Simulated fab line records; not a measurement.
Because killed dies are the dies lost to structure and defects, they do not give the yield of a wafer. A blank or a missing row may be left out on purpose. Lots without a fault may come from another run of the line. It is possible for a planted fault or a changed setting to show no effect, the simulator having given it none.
fab line records	flow n5Finfet
record: lots: 7	wafers: 20	lastDay: 17
route steps=1938 shown FIN_SAQP@103 BEOL_M4@1111 PASSIVATION@1936
lots with no fault: from the same line, run without faults
startH: hours from the record's first day to the start of the lot's first wafer shown	waitH: how many hours have passed since the lot's step before this one	" the same as in the row above	L1.1+2: several wafers, shown together as one row	- either no value or no given start	* or withheld: withheld	< > ~ a bound
route shown NAME@n: NAME is a module with steps in the file, n the number in the route of the first one	usual: average and standard deviation across the fault-free wafers	same: alike in all rows	chamber/n: place in a boat	sites: the reading at each site	_std_site: the standard deviation of these	_edge_site: outer sites' mean less inner sites'	radiusMm: how far each site lies from the wafer's centre	mask NAME#n: copy n	behind: tool/chamber where the wafer was last shaped	hold: why the lot was held/for how many hours/how that ended	device: the transistor (n, p or np) that didn't switch	end of line: the same wafers' tests at the end of the route	a step without rows: its recipe alone	killed: dies that structure and defects cost at the first sort, which is not the same as the wafer's yield	map: the dies of a wafer, with x for killed, . for not killed, _ for no die there
set.NAME: the setting as run; set.NAME@STEP: as run at that earlier step	model.NAME: the simulator's own value behind a step, which no gauge read
a table for each step, a row for each wafer; lots at some steps of the route
services: the hour from which a tool's chamber was out of use, counted from the record's first day as startH (under 0 if before that day), plus the number of hours and why
== steps ==
step: N5_FIN_SAQP_COAT_49
recipe: resist: SOC	tempC: 250	timeS: 60	spinRpm: 1500	resistThkNm: 100
step: N5_FIN_SAQP_COAT_50
recipe: resist: SiARC	tempC: 220	timeS: 60	spinRpm: 1500	resistThkNm: 35
step: N5_FIN_SAQP_COAT_10
recipe: resist: CAR-ArF	spinRpm: 1500	resistThkNm: 90
step: N5_FIN_SAQP_EBR_12
recipe: solvent: PGMEA	ebrWidthMm: 1.5
step: N5_FIN_SAQP_SOFTBAKE_11
recipe: tempC: 110	timeS: 60	resist: CAR-ArF
step: N5_FIN_SAQP_EXPOSE_13
recipe: maskId: FIN_CORE	na: 1.35	sourceShape: dipole	sigmaInner: 0.538	sigmaOuter: 0.738	polarization: te	targetCdNm: 35.6	doseMj: 63.25
step: N5_FIN_SAQP_PEB_14
recipe: pebTempC: withheld	pebTimeS: 60	resist: CAR-ArF
step: N5_FIN_SAQP_DEVELOP_15
recipe: developTimeS: 30	developer: TMAH	resist: CAR-ArF	devTempC: 23	rinseLiquid: diw	dry: airSpin
step: N5_FIN_SAQP_CD_MEAS_16
recipe: targetCdNm: 35.6	landingEnergyEv: 500	detector: seInlens
usual: cdNm: 35.5/0.32
same: landingEnergyEv: 500
lot.wafer	tool	chamber	startH	waitH	cdNm
L705.3	cdSem-02	0	28.40	-	36.0
L705.5	"	0	"	"	35.8
L705.6	"	0	"	"	35.6
L706.2	cdSem-01	0	34.48	-	36.3
L706.4	"	0	"	"	35.5
L706.6	"	0	"	"	35.7
L709.3	cdSem-02	0	51.79	-	35.9
L709.5	"	0	"	"	35.7
L709.6	"	0	"	"	35.8
L710.4	cdSem-03	0	57.90	-	34.9
L710.6	"	0	"	"	35.9
L716.1	cdSem-03	0	94.17	-	35.7
L716.2	"	0	"	"	35.3
L716.5	"	0	"	"	35.4
L719.2	cdSem-01	0	111.32	-	35.7
L719.5	"	0	"	"	35.8
L719.6	"	0	"	"	35.2
L727.1	cdSem-02	0	159.12	-	35.2
L727.3	"	0	"	"	35.6
L727.6	"	0	"	"	35.3
step: N5_FIN_SAQP_OVL_MEAS_17
recipe: pointsPerWafer: 44
usual: FIN_CORE_OVL: 0.6/0.77
lot.wafer	tool	chamber	startH	waitH	FIN_CORE_OVL[nm]
L705.3	overlay-01	0	28.44	0.0	-1.1
L705.5	"	0	"	"	-0.6
L705.6	"	0	"	"	-0.7
L706.2	overlay-01	0	34.52	0.0	0.6
L706.4	"	0	"	"	0.7
L706.6	"	0	"	"	0.1
L709.3	overlay-01	0	51.83	0.0	1.2
L709.5	"	0	"	"	0.4
L709.6	"	0	"	"	-0.7
L710.4	overlay-01	0	57.94	0.0	1.6
L710.6	"	0	"	"	0.0
L716.1	overlay-01	0	94.21	0.0	-0.9
L716.2	"	0	"	"	0.1
L716.5	"	0	"	"	1.2
L719.2	overlay-02	0	111.36	0.0	1.1
L719.5	"	0	"	"	-0.1
L719.6	"	0	"	"	0.9
L727.1	overlay-02	0	159.16	0.0	0.3
L727.3	"	0	"	"	0.7
L727.6	"	0	"	"	1.1
step: N5_FIN_SAQP_INSPECT_18
recipe: mode: adi	inspectInstrument: brightfield
usual: rawDefectCount: 393/100
lot.wafer	tool	chamber	startH	waitH	rawDefectCount
L705.3	defectInspect-01	-	28.46	0.0	266
L705.5	"	-	"	"	313
L705.6	"	-	"	"	232
L706.2	defectInspect-02	-	34.54	0.0	322
L706.4	"	-	"	"	302
L706.6	"	-	"	"	269
L709.3	defectInspect-02	-	51.85	0.0	661
L709.5	"	-	"	"	523
L709.6	"	-	"	"	535
L710.4	defectInspect-01	-	57.96	0.0	412
L710.6	"	-	"	"	358
L716.1	defectInspect-01	-	94.23	0.0	368
L716.2	"	-	"	"	451
L716.5	"	-	"	"	387
L719.2	defectInspect-01	-	111.38	0.0	408
L719.5	"	-	"	"	326
L719.6	"	-	"	"	236
L727.1	defectInspect-02	-	159.18	0.0	333
L727.3	"	-	"	"	351
L727.6	"	-	"	"	313
step: N5_FIN_SAQP_DESCUM_21
recipe: chemistry: O2	timeS: 7.9	sourcePowerW: 50	biasPowerW: 20	pressureMtorr: 20	rfFrequencyHz: 2.712e+07	tempC: 40	resist: CAR-ArF	o2FlowSccm: 225
usual: drypumpMotorCurrentA: 5.6/0.49	oesProductAu: 0.79/0.097	rfVppV: 243.2/1.5	showerheadPlenumPTorr: 2.10/0.074	throttleValvePct: 20.48/0.29
lot.wafer	tool	chamber	startH	waitH	drypumpMotorCurrentA	oesProductAu	rfHoursCounterH	rfVppV	showerheadPlenumPTorr	throttleValvePct
L705.3	rieDiel-01	1	28.56	0.1	5.0	0.78	-	242.0	2.04	20.98
L705.5	"	3	"	"	5.4	0.68	-	241.4	2.05	20.40
L705.6	"	1	"	"	5.0	0.77	-	241.1	2.04	20.97
L706.2	rieDiel-01	3	34.76	0.2	5.4	0.68	256	242.9	2.04	20.40
L706.4	"	1	"	"	5.0	0.76	-	242.8	2.04	20.99
L706.6	"	3	"	"	5.4	0.68	-	241.8	2.04	20.43
L709.3	rieDiel-01	3	51.89	0.0	5.4	0.67	264	242.8	2.04	20.42
L709.5	"	2	"	"	6.2	0.71	-	243.5	2.15	20.54
L709.6	"	3	"	"	5.4	0.68	-	242.4	2.04	20.41
L710.4	rieDiel-01	0	58.24	0.3	4.7	0.77	153	242.8	2.07	20.11
L710.6	"	3	"	"	5.4	0.68	-	240.6	2.04	20.44
L716.1	rieDiel-02	2	94.27	0.0	5.8	0.68	248	243.6	2.15	20.58
L716.2	"	0	"	"	5.5	0.98	4	246.2	2.25	20.33
L716.5	"	3	"	"	6.1	0.70	-	241.6	2.05	20.56
L719.2	rieDiel-02	1	111.42	0.0	6.4	0.80	125	242.6	2.03	20.27
L719.5	"	3	"	"	6.1	0.69	-	242.0	2.05	20.57
L719.6	"	0	"	"	5.5	0.95	-	244.7	2.24	20.35
L727.1	rieDiel-02	2	159.21	0.0	5.7	0.92	14	243.4	2.14	20.27
L727.3	"	2	"	"	5.7	0.92	-	243.3	2.14	20.28
L727.6	"	2	"	"	5.8	0.92	-	244.8	2.14	20.29
step: N5_FIN_SAQP_ETCH_51
recipe: chemistry: CF4	target: SiARC	targetDepthA: 455	maskMaterial: CAR-ArF	timeS: 75.8	ionEnergyEv: 80	pressureMtorr: 40	sourceW: 545	biasW: 36	Ar_flow_sccm: 100	cf4FlowSccm: 100	ends: cleared
usual: cf4FlowSccm: 100.0/0.32	drypumpMotorCurrentA: 5.6/0.49	etchRfOnTimeS: 74.9/2.1	oesProductAu: 0.68/0.087	rfVppV: 184.3/1.2	showerheadPlenumPTorr: 2.15/0.072	throttleValvePct: 15.66/0.24
lot.wafer	tool	chamber	startH	waitH	cf4FlowSccm	drypumpMotorCurrentA	etchRfOnTimeS	oesProductAu	rfHoursCounterH	rfVppV	showerheadPlenumPTorr	throttleValvePct
L705.3	rieDiel-01	1	28.62	0.0	99.7	5.0	75.9	0.66	-	181.3	2.07	15.87
L705.5	"	3	"	"	100.0	5.4	77.0	0.58	-	183.5	2.11	15.76
L705.6	"	1	"	"	99.2	5.0	76.1	0.67	-	184.0	2.07	15.88
L706.2	rieDiel-01	3	34.80	0.0	100.4	5.4	75.8	0.58	256	182.2	2.11	15.79
L706.4	"	1	"	"	99.8	5.0	50.1	0.85	-	183.8	2.07	15.87
L706.6	"	3	"	"	100.6	5.4	76.8	0.58	-	183.1	2.11	15.77
L709.3	rieDiel-01	3	51.92	0.0	100.2	5.3	77.8	0.57	264	181.8	2.11	15.79
L709.5	"	2	"	"	100.3	6.2	50.6	0.77	-	184.7	2.21	15.85
L709.6	"	3	"	"	100.2	5.4	76.9	0.58	-	183.2	2.11	15.80
L710.4	rieDiel-01	0	58.27	0.0	100.1	4.7	51.5	0.83	153	183.7	2.13	15.47
L710.6	"	3	"	"	100.0	5.4	77.3	0.57	-	184.0	2.11	15.80
L716.1	rieDiel-02	2	94.30	0.0	100.2	5.7	75.7	0.58	248	183.8	2.20	15.90
L716.2	"	0	"	"	99.9	5.5	73.3	0.85	4	186.9	2.29	15.41
L716.5	"	3	"	"	99.8	6.1	76.2	0.59	-	185.2	2.12	15.93
L719.2	rieDiel-02	1	111.45	0.0	100.1	6.3	75.1	0.68	125	183.0	2.08	15.44
L719.5	"	3	"	"	100.1	6.1	76.1	0.59	-	183.9	2.11	15.95
L719.6	"	0	"	"	100.3	5.5	73.2	0.82	-	186.6	2.29	15.43
L727.1	rieDiel-02	2	159.27	0.0	100.3	5.8	74.2	0.79	14	184.2	2.20	15.44
L727.3	"	2	"	"	100.7	5.8	73.9	0.79	-	184.7	2.20	15.44
L727.6	"	2	"	"	100.9	5.8	74.7	0.79	-	185.1	2.20	15.44
step: N5_FIN_SAQP_ETCH_52
recipe: chemistry: N2/H2	target: SOC	targetDepthA: 1000	overetchA: 200	maskMaterial: SiARC	tempC: 40	timeS: 150	ionEnergyEv: 200	pressureMtorr: 30	sourceW: 840	biasW: 150	n2FlowSccm: 200	h2FlowSccm: 200	ends: endPoint
usual: drypumpMotorCurrentA: 5.6/0.49	oesProductAu: 0.71/0.083	rfVppV: 524.1/2.6	showerheadPlenumPTorr: 2.55/0.089	throttleValvePct: 17.91/0.28
lot.wafer	tool	chamber	startH	waitH	drypumpMotorCurrentA	oesProductAu	rfHoursCounterH	rfVppV	showerheadPlenumPTorr	throttleValvePct
L705.3	rieDiel-01	1	28.73	0.1	5.0	0.70	-	523.3	2.47	18.29
L705.5	"	3	"	"	5.4	0.61	-	522.0	2.48	17.91
L705.6	"	1	"	"	5.0	0.70	-	521.0	2.47	18.30
L706.2	rieDiel-01	3	34.85	0.0	5.4	0.61	256	523.1	2.48	17.92
L706.4	"	1	"	"	5.0	0.69	-	521.3	2.47	18.30
L706.6	"	3	"	"	5.4	0.61	-	522.5	2.48	17.91
L709.3	rieDiel-01	3	51.98	0.0	5.4	0.61	264	521.9	2.48	17.92
L709.5	"	2	"	"	6.2	0.63	-	526.0	2.61	17.99
L709.6	"	3	"	"	5.4	0.60	-	521.4	2.48	17.92
L710.4	rieDiel-01	0	58.33	0.0	4.7	0.69	153	524.5	2.55	17.71
L710.6	"	3	"	"	5.4	0.61	-	521.7	2.48	17.93
L716.1	rieDiel-02	2	94.36	0.0	5.8	0.61	248	526.5	2.63	18.14
L716.2	"	0	"	"	5.5	0.87	4	529.1	2.72	17.74
L716.5	"	3	"	"	6.1	0.63	-	523.3	2.49	17.96
L719.2	rieDiel-02	1	111.51	0.0	6.3	0.71	125	523.6	2.46	17.56
L719.5	"	3	"	"	6.1	0.62	-	522.4	2.49	17.96
L719.6	"	0	"	"	5.5	0.84	-	529.3	2.72	17.75
L727.1	rieDiel-02	2	159.35	0.1	5.8	0.82	14	525.6	2.62	17.73
L727.3	"	2	"	"	5.8	0.82	-	526.9	2.62	17.78
L727.6	"	2	"	"	5.8	0.81	-	525.4	2.62	17.74
step: N5_BEOL_M4_RC_MEAS_101
usual: DIBL_N: 36.8/1.5	DIBL_P: 37.1/2.1	IOFF_N: 0.168/0.03	IOFF_P: 0.22/0.034	ION_N: 679/12	ION_P: 466/8	SS_N: 71.7/0.58	SS_P: 73.5/0.67	VT_N: 248.8/2.7	VT_P: -250/3.3
lot.wafer	tool	chamber	startH	waitH	DIBL_N[mV/V]	DIBL_P[mV/V]	IOFF_N[nA/um]	IOFF_P[nA/um]	ION_N[uA/um]	ION_P[uA/um]	SS_N[mV/dec]	SS_P[mV/dec]	VT_N[mV]	VT_P[mV]
L705.3	prober-01	0	170.95	0.3	37.1	38.3	0.189	0.25	681	461	71.5	73.4	245.9	-247
L705.5	"	0	"	"	37.0	37.9	0.182	0.25	684	467	71.4	74.3	248.8	-247
L705.6	"	0	"	"	38.0	39.9	0.210	0.28	692	471	71.4	74.6	246.4	-245
L706.2	prober-01	0	181.64	0.2	38.3	38.9	0.182	0.25	690	470	71.7	73.5	243.2	-247
L706.4	"	0	"	"	35.0	34.0	0.110	0.17	651	459	71.0	71.8	250.6	-253
L706.6	"	0	"	"	36.2	35.3	0.132	0.18	668	463	70.8	72.6	251.6	-251
L709.3	prober-01	0	186.07	0.3	36.4	35.5	0.150	0.21	674	466	71.7	72.3	249.1	-250
L709.5	"	0	"	"	37.0	36.5	0.167	0.23	669	464	72.5	73.1	249.3	-250
L709.6	"	0	"	"	36.4	36.1	0.147	0.21	665	460	71.9	73.1	252.4	-249
L710.4	prober-01	0	198.38	0.5	35.5	37.0	0.166	0.21	680	463	71.8	72.8	245.1	-248
L710.6	"	0	"	"	34.2	36.1	0.150	0.20	678	463	71.3	73.5	248.1	-250
L716.1	prober-02	0	240.32	0.0	40.2	41.8	0.242	0.28	691	470	72.5	74.8	245.4	-246
L716.2	"	0	"	"	34.4	35.9	0.125	0.19	652	459	71.3	73.3	252.5	-249
L716.5	"	0	"	"	37.3	39.9	0.182	0.24	673	461	72.7	74.3	248.5	-248
L719.2	prober-02	0	248.67	0.2	37.2	38.2	0.199	0.22	688	458	72.1	73.5	244.9	-253
L719.5	"	0	"	"	35.6	37.3	0.161	0.20	670	466	72.2	72.8	248.6	-251
L719.6	"	0	"	"	38.1	39.1	0.201	0.22	689	468	73.6	73.5	247.7	-250
L727.1	prober-01	0	314.51	0.0	36.6	37.8	0.161	0.24	677	472	71.6	73.3	247.9	-245
L727.3	"	0	"	"	37.6	37.9	0.165	0.24	670	466	71.9	74.0	251.3	-247
L727.6	"	0	"	"	36.5	36.5	0.147	0.22	673	466	71.4	73.2	250.9	-251
step: N5_PASSIVATION_PROBE_49
usual: defectLimitedYield: 91.0/1.5	killed_at_M0_to_M3: 34/11	killed_at_M4_up: 14/5.3	killedAtContacts: 13/7	killedAtFrontEnd: 41/13	killedAtOther: 4/3.1	killedDies: 106/17	killedOpen: 70/12	killedShort: 35/8	sort_bin_5_function: 5.2/0.98	sort_bin_6_memory: 3.4/0.69	sortNPass: 1074/17	sortYieldPct: 91.0/1.5
same: grossDies: 1180	killedAtBackSide: 0	sort_bin_4_leakage[%]: 0	sort_bin_8_speed[%]: 0
lot.wafer	tool	chamber	startH	waitH	defectLimitedYield[%]	killed_at_M0_to_M3	killed_at_M4_up	killedAtContacts	killedAtFrontEnd	killedAtOther	killedDies	killedOpen	killedShort	sort_bin_5_function[%]	sort_bin_6_memory[%]	sortNPass	sortYieldPct[%]
L705.3	prober-02	-	267.24	0.1	93.2	15	16	19	27	3	80	55	25	4.0	2.6	1100	93.2
L705.5	prober-02	-	267.34	0.2	93.1	32	14	10	25	1	82	56	24	3.9	2.6	1098	93.1
L705.6	prober-02	-	267.39	0.3	92.5	22	20	18	28	1	89	56	25	3.8	3.1	1091	92.5
L716.1	prober-02	-	356.50	0.0	90.0	28	19	9	61	1	118	82	36	5.7	4.1	1062	90.0
L716.2	prober-02	-	356.55	0.1	91.8	25	16	10	42	4	97	66	29	5.2	2.9	1083	91.8
L716.5	prober-02	-	356.70	0.2	91.9	36	13	16	29	1	95	65	30	5.3	2.6	1085	91.9
killed by level:class
L705.3 MOL_CONTACT_COAG:geometricParticle:open=15 FIN_SAQP:geometricParticle:open=7 BEOL_M4:geometricParticle:open=7 BEOL_M0_SAQP:geometricParticle:open=6 FIN_SAQP:geometricParticle:short=4 MOL_CONTACT_COAG:geometricParticle:short=4 BEOL_M1:geometricParticle:open=4 BEOL_M0_SAQP:geometricParticle:short=3
L705.5 BEOL_M0_SAQP:geometricParticle:open=12 MOL_CONTACT_COAG:geometricParticle:open=10 FIN_SAQP:geometricParticle:short=7 BEOL_M2:geometricParticle:open=7 BEOL_M0_SAQP:geometricParticle:short=5 FIN_SAQP:geometricParticle:open=4 BEOL_M3:geometricParticle:short=3 BEOL_M5:geometricParticle:open=3
L705.6 MOL_CONTACT_COAG:geometricParticle:open=14 BEOL_M0_SAQP:geometricParticle:short=8 FIN_SAQP:geometricParticle:open=6 FIN_SAQP:geometricParticle:short=6 BEOL_M0_SAQP:geometricParticle:open=6 BEOL_M4:geometricParticle:open=6 HKMG_FIN:areaEtch=5 MOL_CONTACT_COAG:geometricParticle:short=4
L716.1 STI_FIN_REVEAL:geometricParticle:open=27 BEOL_M0_SAQP:geometricParticle:short=9 DUMMY_GATE:geometricParticle:open=7 MOL_CONTACT_COAG:geometricParticle:open=7 FIN_SAQP:geometricParticle:short=6 BEOL_M4:geometricParticle:open=6 BEOL_M0_SAQP:geometricParticle:open=6 BEOL_M3:geometricParticle:open=6
L716.2 STI_FIN_REVEAL:geometricParticle:open=13 MOL_CONTACT_COAG:geometricParticle:open=7 BEOL_M0_SAQP:geometricParticle:short=7 BEOL_M4:geometricParticle:open=6 DUMMY_GATE:geometricParticle:open=5 DUMMY_GATE:geometricParticle:short=5 BEOL_M3:geometricParticle:open=5 BEOL_M0_SAQP:geometricParticle:open=4
L716.5 MOL_CONTACT_COAG:geometricParticle:open=14 BEOL_M0_SAQP:geometricParticle:short=9 BEOL_M0_SAQP:geometricParticle:open=9 GATE_CUT:geometricParticle:short=8 BEOL_M2:geometricParticle:open=6 BEOL_M4:geometricParticle:open=6 BEOL_M3:geometricParticle:open=5 STARTING-WAFER:geometricParticle:open=5
== services ==
tool	chamber	startH	hours	kind
rieDiel-01	2	20.42	10.9	repair
rieDiel-01	0	24.21	21.6	repair
rieDiel-01	1	38.11	1.3	repair
rieDiel-01	3	59.97	1.7	repair
rieDiel-01	3	61.78	-	clean
rieDiel-01	3	61.78	-	consumableReplace:focusRing
rieDiel-01	3	61.78	14.4	scheduledDown
rieDiel-01	3	61.78	14.4	ventCycle
rieDiel-02	0	66.19	-	clean
rieDiel-02	0	66.19	-	consumableReplace:focusRing
rieDiel-02	0	66.19	-	consumableReplace:showerhead
rieDiel-02	0	66.19	18.1	scheduledDown
rieDiel-02	0	66.19	18.1	ventCycle
rieDiel-02	-	72.54	11.6	repair
rieDiel-02	2	96.77	1.5	repair
rieDiel-02	2	101.58	-	clean
rieDiel-02	2	101.58	-	consumableReplace:focusRing
rieDiel-01	3	130.35	4.5	repair
rieDiel-01	2	147.45	-	clean
rieDiel-01	2	147.45	-	consumableReplace:focusRing
rieDiel-01	2	147.45	14.8	scheduledDown
rieDiel-01	2	147.45	14.8	ventCycle
rieDiel-01	-	148.96	0.1	repair
rieDiel-02	1	158.46	5.5	repair
== key ==
firstSign: step: N5_FIN_SAQP_ETCH_51	reading: etchRfOnTimeS	direction: down	sigmas: 12	usual: *	struck: *
effect none on later readings
metAt N5_FIN_SAQP_ETCH_51
struckWafers L706.4,L709.5,L710.4
onsetBetween 28.62 34.80
fault: kind: processParameterDrift	tool: rieDiel-01	chamber: -	onsetH: 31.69	steps: N5_FIN_SAQP_ETCH_51	channel: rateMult	offset: 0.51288	shape: step	endH: 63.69	scope: struckWafersOnly
